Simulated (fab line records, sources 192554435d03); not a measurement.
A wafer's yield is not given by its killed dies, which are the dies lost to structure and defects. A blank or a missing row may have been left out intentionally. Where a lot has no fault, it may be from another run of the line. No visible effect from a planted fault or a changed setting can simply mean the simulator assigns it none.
fab line records	flow n5-finfet
record: lots: 14	wafers: 41	last-day: 21
route steps=1938 shown SD_EPI_N@278 SD_EPI_P@304 SD_ACTIVATION@332 BEOL_M4@1111
lots that met no fault: from a run of the same line without faults
start-h: hours from the record's first day to the start of the lot's first wafer shown	wait-h: hours elapsed since this lot's preceding step	" repeats the value in the row above	L1.1+2: a row that stands for several wafers	- no value, or no start given	* or withheld: withheld	< > ~ a bound
route shown NAME@n: NAME is a module with steps in the file, n the number in the route of the first one	usual: average and standard deviation across the fault-free wafers	same: alike in all rows	chamber/n: place in a boat	sites: readings site by site	_std_site: their standard deviation	_edge_site: outer sites' mean less inner sites'	radius-mm: how far each site lies from the wafer's centre	mask NAME#n: copy n	behind: tool/chamber where the wafer was last shaped	hold: why the lot went on hold/how many hours it stayed there/how the hold came to an end	device: names the non-switching transistor (n, p or np)	end of line: tests of these same wafers at the route's end	a step given without rows: its recipe and nothing more	killed: count of dies lost to structure and defects at first sort (not the wafer's yield)	map: the dies of a wafer, with x for killed, . for not killed, _ for no die there
set.NAME: the setting that was run; set.NAME@STEP: the one run at that earlier step	model.NAME: the simulator's own value behind a step, which no gauge read
a sample of lots followed through the steps of the route, with each step as a table and each wafer as a row
services: when a tool's chamber went out of use (start-h, in hours from the record's first day, below 0 if earlier), for how many hours, and the reason
== steps ==
step: N5_SD_EPI_N_ETCH_45
recipe: chemistry: CH3F/O2	target: SiOCN	target-depth-a: 60	mask-material: SOC	ion-energy-ev: 60	bias-w: 29	pressure-mtorr: 15	source-w: 410	Ar_flow_sccm: 150	CH3F_flow_sccm: 30	O2_flow_sccm: 20
usual: chamber-pressure-mTorr: 15.000/0.012	drypump-motor-current-A: 5.65/0.23	oes-product-au: 0.76/0.067	rf-vpp-V: 127.4/0.98	showerhead-plenum-p-Torr: 2.00/0.058	throttle-valve-pct: 23.40/0.19
lot.wafer	tool	chamber	start-h	wait-h	chamber-pressure-mTorr	drypump-motor-current-A	oes-product-au	rf-hours-counter-h	rf-vpp-V	showerhead-plenum-p-Torr	throttle-valve-pct
L440.2	rie-diel-04	3	54.90	0.1	15.007	5.23	0.77	132	128.8	2.06	23.49
L440.4	"	2	"	"	15.010	5.40	0.71	201	128.2	2.06	23.19
L441.2	rie-diel-01	1	61.92	0.1	15.001	5.52	0.92	27	127.6	2.12	23.33
L441.4	"	3	"	"	15.011	5.86	0.70	-	128.0	1.96	23.10
L441.6	"	1	"	"	15.031	5.56	0.93	-	128.7	2.11	23.34
L442.2	rie-diel-04	2	66.48	0.1	14.996	5.41	0.71	203	128.4	2.06	23.19
L442.3	"	1	"	"	15.007	5.94	0.71	230	126.3	1.94	23.33
L442.5	"	0	"	"	15.000	5.88	0.70	-	127.2	1.96	23.65
L443.2	rie-diel-03	2	75.95	0.1	14.978	5.96	0.76	137	128.6	2.08	23.32
L443.4	"	0	"	"	14.965	5.53	0.74	-	128.4	1.98	23.35
L443.5	"	1	"	"	15.016	5.76	0.83	-	128.1	1.94	23.66
L445.2	rie-diel-03	0	87.46	0.1	15.012	5.52	0.74	170	127.0	1.98	23.34
L445.4	"	1	"	"	15.001	5.76	0.83	-	128.0	1.94	23.67
L445.5	"	0	"	"	14.993	5.52	0.73	-	127.0	1.98	23.35
L446.3	rie-diel-04	1	92.52	0.1	14.984	5.92	0.70	235	126.8	1.94	23.35
L446.5	"	0	"	"	14.984	5.83	0.69	-	124.9	1.96	23.66
L446.6	"	3	"	"	14.969	5.23	0.77	-	127.2	2.06	23.50
L455.3	rie-diel-03	1	146.30	0.1	14.993	5.79	0.82	96	125.9	1.94	23.68
L455.4	"	2	"	"	15.001	5.97	0.74	156	128.3	2.07	23.35
L455.6	"	3	"	"	15.012	5.63	0.79	-	126.4	1.93	23.23
L456.3	rie-diel-04	0	152.38	0.1	14.994	5.87	0.98	3	126.8	1.95	23.33
L456.4	"	2	"	"	15.022	5.42	0.70	-	127.3	2.05	23.21
L456.5	"	3	"	"	15.009	5.24	0.75	-	127.5	2.05	23.51
L457.2	rie-diel-01	3	158.46	0.1	15.005	5.88	0.68	237	127.1	1.95	23.16
L457.3	"	2	"	"	14.990	5.66	0.75	151	127.3	2.00	23.73
L457.5	"	0	"	"	14.989	5.77	0.84	-	126.5	1.94	23.26
L458.2	rie-diel-03	0	163.88	0.1	14.999	5.52	0.71	194	127.2	1.98	23.37
L458.3	"	2	"	"	15.007	5.97	0.74	162	127.8	2.07	23.35
L458.6	"	0	"	"	14.984	5.53	0.70	-	126.9	1.98	23.37
L459.2	rie-diel-01	1	171.75	0.1	14.985	5.54	0.85	62	128.3	2.10	23.37
L459.3	"	2	"	"	14.991	5.65	0.74	157	127.0	2.00	23.72
L459.4	"	3	"	"	15.004	5.82	0.68	242	126.2	1.95	23.13
L460.1	rie-diel-04	3	175.05	0.1	15.011	5.23	0.74	165	127.1	2.05	23.53
L460.2	"	0	"	"	14.986	5.86	0.95	12	126.7	1.95	23.36
L460.6	"	2	"	"	14.991	5.41	0.68	-	127.6	2.05	23.23
L461.1	rie-diel-01	2	181.63	0.1	14.984	5.63	0.75	160	127.0	1.99	23.75
L461.2	"	3	"	"	14.999	5.90	0.69	246	127.7	1.95	23.16
L461.5	"	0	"	"	15.014	5.71	0.83	-	127.4	1.94	23.27
L462.4	rie-diel-01	3	188.11	0.1	14.998	5.87	0.67	249	127.7	1.95	23.16
L462.5	"	1	"	"	14.996	5.55	0.86	-	127.4	2.10	23.38
L462.6	"	0	"	"	14.990	5.75	0.83	-	128.1	1.93	23.29
step: N5_SD_EPI_N_SD_RECESS_17
recipe: chemistry: HBr/Cl2/O2	target-depth-a: 410	mask-material: SOC	time-s: 23.7	bt-time-s: 3	pressure-mtorr: 10	icp-w: 800	bias-w: 112	HBr_flow_sccm: 150	Cl2_flow_sccm: 80	O2_flow_sccm: 12
usual: chamber-pressure-mTorr: 10.003/0.0085	drypump-motor-current-A: 5.8/0.48	mfc-cl2-sccm: 80.05/0.24	oes_o_777_au: 0.990/0.022	oes-product-au: 0.998/0.016	throttle-valve-pct: 37.1/0.46
lot.wafer	tool	chamber	start-h	wait-h	chamber-pressure-mTorr	drypump-motor-current-A	mfc-cl2-sccm	oes_o_777_au	oes-product-au	rf-hours-counter-h	throttle-valve-pct
L440.2	rie-si-06	1	55.07	0.0	10.006	6.1	80.04	0.987	0.992	113	37.5
L440.4	"	2	"	"	10.008	5.8	79.99	0.982	0.995	192	37.1
L441.2	rie-si-03	0	62.09	0.0	10.020	5.9	80.22	1.022	1.017	16	37.2
L441.4	"	3	"	"	10.010	5.4	80.16	0.950	0.979	108	36.6
L441.6	"	0	"	"	10.001	5.9	80.34	1.018	1.012	-	37.2
L442.2	rie-si-03	1	66.65	0.0	10.005	5.9	79.97	1.018	1.015	1	37.1
L442.3	"	0	"	"	9.976	5.9	80.24	1.024	1.011	16	37.2
L442.5	"	0	"	"	10.005	5.9	79.97	1.025	1.018	-	37.2
L443.2	rie-si-03	1	76.12	0.0	10.004	5.9	79.98	1.010	1.004	1	37.1
L443.4	"	0	"	"	9.995	5.9	79.88	1.024	1.008	16	37.2
L443.5	"	1	"	"	10.001	5.9	79.93	1.015	1.006	-	37.1
L445.2	rie-si-01	1	87.63	0.0	9.991	5.4	80.16	0.981	0.982	4	37.4
L445.4	"	0	"	"	10.008	6.2	80.10	0.984	1.003	8	38.2
L445.5	"	3	"	"	10.007	5.5	80.30	0.982	0.981	-	36.5
L446.3	rie-si-03	0	92.69	0.0	10.004	5.9	79.80	1.027	1.011	16	37.2
L446.5	"	1	"	"	10.007	5.9	80.01	1.016	1.025	-	37.1
L446.6	"	0	"	"	10.021	5.9	80.05	1.024	1.010	-	37.2
L455.3	rie-si-01	1	146.47	0.0	9.999	5.4	80.00	0.977	0.993	5	37.4
L455.4	"	3	"	"	10.021	5.5	79.76	0.973	0.981	112	36.5
L455.6	"	3	"	"	9.994	5.5	80.16	0.978	0.989	-	36.5
L456.3	rie-si-06	1	152.55	0.0	10.005	6.2	80.04	0.985	1.000	115	37.5
L456.4	"	2	"	"	9.999	5.8	80.36	0.992	1.000	193	37.1
L456.5	"	0	"	"	10.012	4.8	80.18	1.023	1.021	-	37.2
L457.2	rie-si-06	0	158.63	0.0	10.008	4.8	79.88	1.027	1.033	10	37.2
L457.3	"	1	"	"	10.012	6.1	79.73	0.987	0.994	115	37.5
L457.5	"	1	"	"	9.994	6.2	80.04	0.991	1.002	-	37.5
L458.2	rie-si-01	1	164.05	0.0	10.012	5.4	80.17	0.973	0.982	6	37.4
L458.3	"	3	"	"	9.996	5.5	79.97	0.984	0.980	112	36.5
L458.6	"	3	"	"	10.004	5.5	80.00	0.980	0.982	-	36.5
L459.2	rie-si-06	0	171.93	0.0	10.006	4.8	79.97	1.028	1.033	10	37.2
L459.3	"	1	"	"	10.003	6.2	79.94	0.992	0.992	116	37.5
L459.4	"	3	"	"	10.009	6.3	79.94	1.009	1.010	-	37.1
L460.1	rie-si-01	1	175.23	0.0	10.003	5.4	80.06	0.975	1.000	6	37.4
L460.2	"	3	"	"	10.016	5.5	80.22	0.987	0.980	112	36.5
L460.6	"	3	"	"	10.001	5.5	80.46	0.985	0.980	-	36.5
L461.1	rie-si-01	0	181.80	0.0	10.004	6.2	80.30	0.981	1.008	10	38.2
L461.2	"	1	"	"	9.981	5.3	79.95	0.976	0.991	6	37.4
L461.5	"	0	"	"	10.011	6.2	80.03	0.991	1.002	-	38.2
L462.4	rie-si-03	0	188.28	0.0	10.002	5.9	79.95	1.021	1.006	18	37.2
L462.5	"	3	"	"	10.002	5.4	79.87	0.952	0.971	-	36.6
L462.6	"	2	"	"	9.996	6.5	79.76	0.965	0.989	-	36.8
step: N5_SD_EPI_P_OVL_MEAS_10
recipe: points-per-wafer: 44
usual: SD_P_BLK_OVL: 0.3/0.69
lot.wafer	tool	chamber	start-h	wait-h	SD_P_BLK_OVL[nm]
L440.2	overlay-01	0	58.75	0.0	0.1
L440.4	"	0	"	"	0.3
L441.2	overlay-02	0	65.77	0.0	-0.7
L441.4	"	0	"	"	1.2
L441.6	"	0	"	"	-0.4
L442.2	overlay-02	0	70.59	0.0	1.3
L442.3	"	0	"	"	0.9
L442.5	"	0	"	"	1.2
L443.2	overlay-02	0	79.68	0.0	0.6
L443.4	"	0	"	"	-0.7
L443.5	"	0	"	"	0.9
L445.2	overlay-02	0	91.35	0.0	0.7
L445.4	"	0	"	"	0.0
L445.5	"	0	"	"	0.3
L446.3	overlay-01	0	97.02	0.0	0.8
L446.5	"	0	"	"	0.1
L446.6	"	0	"	"	0.8
L455.3	overlay-02	0	150.89	0.0	0.0
L455.4	"	0	"	"	1.6
L455.6	"	0	"	"	-0.2
L456.3	overlay-01	0	156.27	0.0	-0.6
L456.4	"	0	"	"	-0.8
L456.5	"	0	"	"	-1.2
L457.2	overlay-01	0	162.32	0.0	-0.3
L457.3	"	0	"	"	1.1
L457.5	"	0	"	"	0.5
L458.2	overlay-02	0	167.75	0.0	1.0
L458.3	"	0	"	"	0.8
L458.6	"	0	"	"	0.6
L459.2	overlay-02	0	177.18	0.0	-0.4
L459.3	"	0	"	"	0.0
L459.4	"	0	"	"	-1.5
L460.1	overlay-01	0	178.98	0.0	0.8
L460.2	"	0	"	"	1.1
L460.6	"	0	"	"	0.5
L461.1	overlay-02	0	185.41	0.0	0.3
L461.2	"	0	"	"	0.5
L461.5	"	0	"	"	0.3
L462.4	overlay-02	0	192.23	0.0	-0.6
L462.5	"	0	"	"	0.7
L462.6	"	0	"	"	-0.2
step: N5_SD_EPI_P_EPI_21
recipe: material: SiGe:B	dopant: B	temp-c: 550	pressure-torr: 20	ambient: H2	time-s: 355
usual: epi-growth-time-s: 355/0
lot.wafer	tool	chamber	start-h	wait-h	epi-growth-time-s
L440.2	epi-rpcvd-02	0	60.52	0.5	355
L440.4	"	0	"	"	355
L441.2	epi-rpcvd-02	0	67.54	0.5	355
L441.4	"	0	"	"	355
L441.6	"	0	"	"	355
L442.2	epi-rpcvd-01	0	72.36	0.5	355
L442.3	"	0	"	"	355
L442.5	"	0	"	"	355
L443.2	epi-rpcvd-03	0	81.45	0.5	355
L443.4	"	0	"	"	355
L443.5	"	0	"	"	355
L445.2	epi-rpcvd-03	0	93.12	0.5	484.84
L445.4	"	0	"	"	484.84
L445.5	"	0	"	"	484.84
L446.3	epi-rpcvd-03	0	99.15	0.8	484.84
L446.5	"	0	"	"	484.84
L446.6	"	0	"	"	484.84
L455.3	epi-rpcvd-01	0	153.45	0.8	355
L455.4	"	0	"	"	355
L455.6	"	0	"	"	355
L456.3	epi-rpcvd-01	0	158.40	0.8	355
L456.4	"	0	"	"	355
L456.5	"	0	"	"	355
L457.2	epi-rpcvd-01	0	164.14	0.5	355
L457.3	"	0	"	"	355
L457.5	"	0	"	"	355
L458.2	epi-rpcvd-01	0	169.52	0.5	355
L458.3	"	0	"	"	355
L458.6	"	0	170.96	1.8	355
L459.2	epi-rpcvd-03	0	179.66	0.6	355
L459.3	"	0	"	"	355
L459.4	"	0	"	"	355
L460.1	epi-rpcvd-02	0	181.67	0.2	355
L460.2	"	0	"	"	355
L460.6	"	0	184.87	3.2	355
L461.1	epi-rpcvd-01	0	186.97	0.1	355
L461.2	"	0	"	"	355
L461.5	"	0	188.41	1.5	355
L462.4	epi-rpcvd-02	0	195.11	1.1	355
L462.5	"	0	"	"	355
L462.6	"	0	"	"	355
step: N5_SD_EPI_P_EPI_MEAS_23
recipe: mode: xrd
usual: thk-nm: 61.1/1.4
lot.wafer	tool	chamber	start-h	wait-h	thk-nm
L440.2	film-metro-02	-	62.37	1.5	63.2
L440.4	"	-	"	"	61.9
L441.2	film-metro-02	-	69.38	1.5	61.5
L441.4	"	-	"	"	62.9
L441.6	"	-	"	"	62.0
L442.2	film-metro-02	-	74.19	1.5	64.8
L442.3	"	-	"	"	61.6
L442.5	"	-	"	"	63.1
L443.2	film-metro-02	-	83.29	1.5	60.6
L443.4	"	-	"	"	60.8
L443.5	"	-	"	"	61.4
L445.2	film-metro-01	-	94.96	1.5	73.6
L445.4	"	-	"	"	73.2
L445.5	"	-	"	"	74.1
L446.3	film-metro-01	-	100.63	1.1	77.6
L446.5	"	-	"	"	74.3
L446.6	"	-	"	"	74.0
L455.3	film-metro-02	-	154.93	1.1	59.4
L455.4	"	-	"	"	60.1
L455.6	"	-	"	"	61.4
L456.3	film-metro-01	-	159.88	1.1	61.9
L456.4	"	-	"	"	61.9
L456.5	"	-	"	"	63.4
L457.2	film-metro-01	-	165.98	1.5	60.8
L457.3	"	-	"	"	60.5
L457.5	"	-	"	"	60.4
L458.2	film-metro-01	-	171.36	1.5	58.8
L458.3	"	-	"	"	60.6
L458.6	"	-	"	"	58.5
L459.2	film-metro-02	-	182.10	2.0	61.0
L459.3	"	-	"	"	58.2
L459.4	"	-	"	"	60.7
L460.1	film-metro-01	-	185.56	3.2	60.4
L460.2	"	-	"	"	59.2
L460.6	"	-	"	"	60.4
L461.1	film-metro-01	-	189.16	1.8	61.6
L461.2	"	-	"	"	60.4
L461.5	"	-	"	"	62.1
L462.4	film-metro-01	-	196.23	0.8	61.9
L462.5	"	-	"	"	60.0
L462.6	"	-	"	"	60.5
step: N5_SD_ACTIVATION_RS_MEAS_03
recipe: thk-meas-gauge: four-point-probe
usual: RS_SD_N: 21.89/0.27	RS_SD_P: 56.1/0.87
lot.wafer	tool	chamber	start-h	wait-h	RS_SD_N[ohm/sq]	RS_SD_P[ohm/sq]
L440.2	film-metro-02	-	63.01	0.2	22.30	54.7
L440.4	"	-	"	"	21.78	54.4
L441.2	film-metro-02	-	70.00	0.2	22.06	56.6
L441.4	"	-	"	"	21.97	56.3
L441.6	"	-	"	"	21.95	56.7
L442.2	film-metro-02	-	74.93	0.2	21.64	53.7
L442.3	"	-	"	"	21.61	54.9
L442.5	"	-	"	"	21.28	54.6
L443.2	film-metro-01	-	83.91	0.2	21.82	56.6
L443.4	"	-	"	"	22.10	56.3
L443.5	"	-	"	"	21.80	56.9
L445.2	film-metro-02	-	95.74	0.2	22.17	46.0
L445.4	"	-	"	"	21.78	45.5
L445.5	"	-	"	"	22.02	45.6
L446.3	film-metro-02	-	101.27	0.2	21.74	45.7
L446.5	"	-	"	"	21.71	46.5
L446.6	"	-	"	"	21.62	46.3
L455.3	film-metro-01	-	155.58	0.2	21.60	56.7
L455.4	"	-	"	"	22.12	57.0
L455.6	"	-	"	"	21.82	56.4
L456.3	film-metro-02	-	160.53	0.2	21.74	54.8
L456.4	"	-	"	"	22.12	54.9
L456.5	"	-	"	"	21.80	55.0
L457.2	film-metro-02	-	166.83	0.2	21.46	55.7
L457.3	"	-	"	"	21.72	55.6
L457.5	"	-	"	"	21.67	56.6
L458.2	film-metro-02	-	171.99	0.2	21.65	57.3
L458.3	"	-	"	"	22.07	57.6
L458.6	"	-	"	"	21.60	57.7
L459.2	film-metro-01	-	182.74	0.2	21.64	55.8
L459.3	"	-	"	"	21.92	56.2
L459.4	"	-	"	"	21.67	56.0
L460.1	film-metro-02	-	186.17	0.2	21.94	56.5
L460.2	"	-	"	"	21.43	57.2
L460.6	"	-	"	"	21.66	56.1
L461.1	film-metro-01	-	189.77	0.2	21.59	55.8
L461.2	"	-	"	"	21.56	55.8
L461.5	"	-	"	"	21.70	55.6
L462.4	film-metro-02	-	196.89	0.1	22.12	55.5
L462.5	"	-	"	"	22.26	55.1
L462.6	"	-	"	"	22.15	55.5
step: N5_BEOL_M4_RC_MEAS_101
usual: DIBL_N: 36.1/2.3	DIBL_P: 36/3.2	IOFF_N: 0.16/0.045	IOFF_P: 0.21/0.049	ION_N: 674/14	ION_P: 462/8.4	RS_SD_P: 65.8/1	SS_N: 71.6/0.83	SS_P: 73.2/0.87	VT_N: 249/3.8	VT_P: -250/3.4
lot.wafer	tool	chamber	start-h	wait-h	DIBL_N[mV/V]	DIBL_P[mV/V]	IOFF_N[nA/um]	IOFF_P[nA/um]	ION_N[uA/um]	ION_P[uA/um]	RS_SD_P[ohm/sq]	SS_N[mV/dec]	SS_P[mV/dec]	VT_N[mV]	VT_P[mV]
L442.2	prober-01	0	260.07	0.2	39.1	42	0.22	0.29	686	468	63.5	72.3	74.4	246	-246
L442.3	"	0	"	"	38.2	40	0.20	0.26	679	465	64.9	72.0	73.7	248	-246
L442.5	"	0	"	"	36.7	39	0.19	0.26	695	481	63.9	71.3	73.7	244	-246
L441.2	prober-01	0	266.49	0.2	36.3	33	0.14	0.18	650	449	66.4	71.9	72.9	254	-250
L441.4	"	0	"	"	33.2	30	0.10	0.15	672	459	66.0	71.6	72.3	255	-253
L441.6	"	0	"	"	36.7	35	0.14	0.21	682	470	65.9	72.0	73.0	253	-250
L440.2	prober-01	0	271.85	0.2	33.3	35	0.12	0.19	655	460	63.7	70.6	73.0	254	-250
L440.4	"	0	"	"	34.5	36	0.13	0.23	664	464	63.1	70.5	72.7	249	-244
L445.2	prober-02	0	277.70	0.2	35.9	36	0.16	0.21	671	459	53.6	71.5	74.0	248	-245
L445.4	"	0	"	"	31.9	31	0.10	0.15	663	461	53.4	69.7	72.0	252	-252
L445.5	"	0	"	"	35.3	34	0.16	0.19	670	462	53.1	70.8	72.7	246	-251
L443.2	prober-02	0	280.86	0.2	35.8	36	0.15	0.20	674	458	67.1	71.7	72.9	249	-251
L443.4	"	0	"	"	34.3	34	0.13	0.17	669	461	67.2	71.1	72.6	249	-252
L443.5	"	0	"	"	34.7	35	0.14	0.19	677	460	66.1	70.5	72.1	249	-251
L446.3	prober-02	0	311.05	0.3	37.8	38	0.18	0.25	684	478	52.9	72.6	73.9	251	-246
L446.5	"	0	"	"	42.2	44	0.31	0.38	692	481	54.2	73.7	76.2	243	-243
L446.6	"	0	"	"	36.9	37	0.17	0.25	694	477	53.5	71.5	73.5	246	-247
L455.3	prober-01	0	329.74	0.3	31.4	30	0.09	0.13	645	446	66.3	69.8	72.4	255	-258
L455.4	"	0	"	"	37.2	36	0.19	0.20	672	462	65.8	71.5	73.5	247	-249
L455.6	"	0	"	"	36.4	35	0.16	0.19	668	458	66.0	71.4	73.7	250	-254
L456.3	prober-01	0	355.20	0.3	34.4	36	0.14	0.16	672	458	63.7	71.9	72.9	251	-255
L456.4	"	0	"	"	35.0	37	0.14	0.19	678	466	64.0	72.0	73.1	254	-256
L456.5	"	0	"	"	35.4	37	0.15	0.19	676	465	63.8	72.3	73.5	251	-253
L457.2	prober-02	0	355.66	0.2	36.0	35	0.16	0.22	669	460	66.0	71.3	72.8	248	-247
L457.3	"	0	"	"	34.3	33	0.15	0.20	670	459	65.7	71.2	72.3	248	-248
L457.5	"	0	"	"	38.8	39	0.24	0.29	688	464	66.7	72.0	73.4	243	-247
L459.2	prober-02	0	358.83	0.2	37.6	38	0.17	0.20	673	458	66.6	71.3	73.8	248	-252
L459.3	"	0	"	"	39.2	41	0.21	0.28	674	466	66.1	72.2	75.1	249	-249
L459.4	"	0	"	"	36.5	37	0.15	0.20	675	462	65.8	71.2	73.9	248	-254
L461.1	prober-02	0	364.44	0.0	39.9	39	0.22	0.24	707	474	66.3	72.3	74.2	244	-250
L461.2	"	0	"	"	36.0	34	0.14	0.17	661	450	65.3	70.8	73.0	250	-252
L461.5	"	0	"	"	35.4	33	0.13	0.17	670	460	66.0	70.4	72.0	251	-248
L458.2	prober-01	0	388.49	0.2	35.1	37	0.15	0.23	659	460	67.6	71.3	73.8	250	-250
L458.3	"	0	"	"	36.6	38	0.19	0.23	682	457	68.2	72.4	73.2	248	-250
L458.6	"	0	"	"	35.3	37	0.15	0.21	665	454	67.8	71.9	73.4	252	-250
L460.1	prober-02	0	388.83	0.0	40.9	44	0.28	0.38	686	469	67.2	73.0	75.4	241	-241
L460.2	"	0	"	"	40.3	43	0.30	0.36	695	472	67.0	72.4	74.8	239	-240
L460.6	"	0	"	"	39.2	41	0.26	0.31	685	464	65.8	72.8	75.0	243	-243
L462.4	prober-01	0	394.25	0.5	37.5	39	0.20	0.25	683	463	65.4	72.7	73.3	246	-248
L462.5	"	0	"	"	40.1	42	0.24	0.29	679	461	64.7	72.7	74.2	246	-248
L462.6	"	0	"	"	37.4	38	0.19	0.24	681	466	65.7	72.0	73.7	247	-247
== services ==
tool	chamber	start-h	hours	kind
rie-diel-01	-	34.96	2.1	repair
rie-diel-04	-	50.82	2.8	pm
rie-diel-01	0	54.23	13.5	repair
rie-si-03	-	55.34	0.1	repair
rie-diel-03	0	56.45	17.9	repair
epi-rpcvd-03	-	66.78	0.7	repair
epi-rpcvd-03	-	72.34	2.8	pm
rie-diel-03	3	73.73	36.7	repair
rie-diel-04	3	94.76	1.6	repair
rie-si-03	2	108.52	10.7	repair
rie-si-03	1	112.46	5.5	repair
rie-diel-01	-	114.20	2.8	pm
rie-diel-03	2	115.16	18.1	repair
rie-diel-04	0	128.41	-	clean
rie-diel-04	0	128.41	-	consumable-replace:focus-ring
rie-si-01	2	147.40	13.5	repair
rie-si-03	0	147.93	2.0	repair
rie-si-03	3	156.43	7.0	repair
epi-rpcvd-03	-	186.99	1.9	repair
rie-si-03	1	190.76	4.9	repair
rie-diel-01	3	191.56	-	clean
rie-diel-01	3	191.56	-	consumable-replace:focus-ring
rie-diel-01	3	191.56	22.6	scheduled-down
rie-diel-01	3	191.56	22.6	vent-cycle
== key ==
first-sign: step: N5_SD_EPI_P_EPI_21	reading: epi-growth-time-s	direction: up	sigmas: 99+	usual: *	struck: *
effect: step: N5_SD_EPI_P_EPI_MEAS_23	reading: thk-nm	direction: up	sigmas: 9.8	usual: *	struck: *
effect: step: N5_SD_ACTIVATION_RS_MEAS_03	reading: RS_SD_P	direction: down	sigmas: 12	usual: 56.1	struck: 46.0
effect: step: N5_BEOL_M4_RC_MEAS_101	reading: RS_SD_P	direction: down	sigmas: 12	usual: 65.8	struck: 53.4
met-at N5_SD_EPI_P_EPI_21
struck-lots L445,L446
sort-left-out L445.2,L445.4,L445.5,L446.3,L446.5,L446.6
not-acting-at N5_SD_EPI_N_ETCH_45,N5_SD_EPI_N_SD_RECESS_17,N5_SD_EPI_P_OVL_MEAS_10
onset-between 81.45 93.12
fault: kind: process-parameter-drift	tool: epi-rpcvd-03	chamber: -	onset-h: 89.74	steps: N5_SD_EPI_P_EPI_21	channel: epi-growth-time-s	offset: *	shape: step	end-h: 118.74	acts-in: *	stated: *
sort-left-out: the simulated sort isn't trusted on such a fault, so these wafers' sort isn't shown, and their yield isn't known
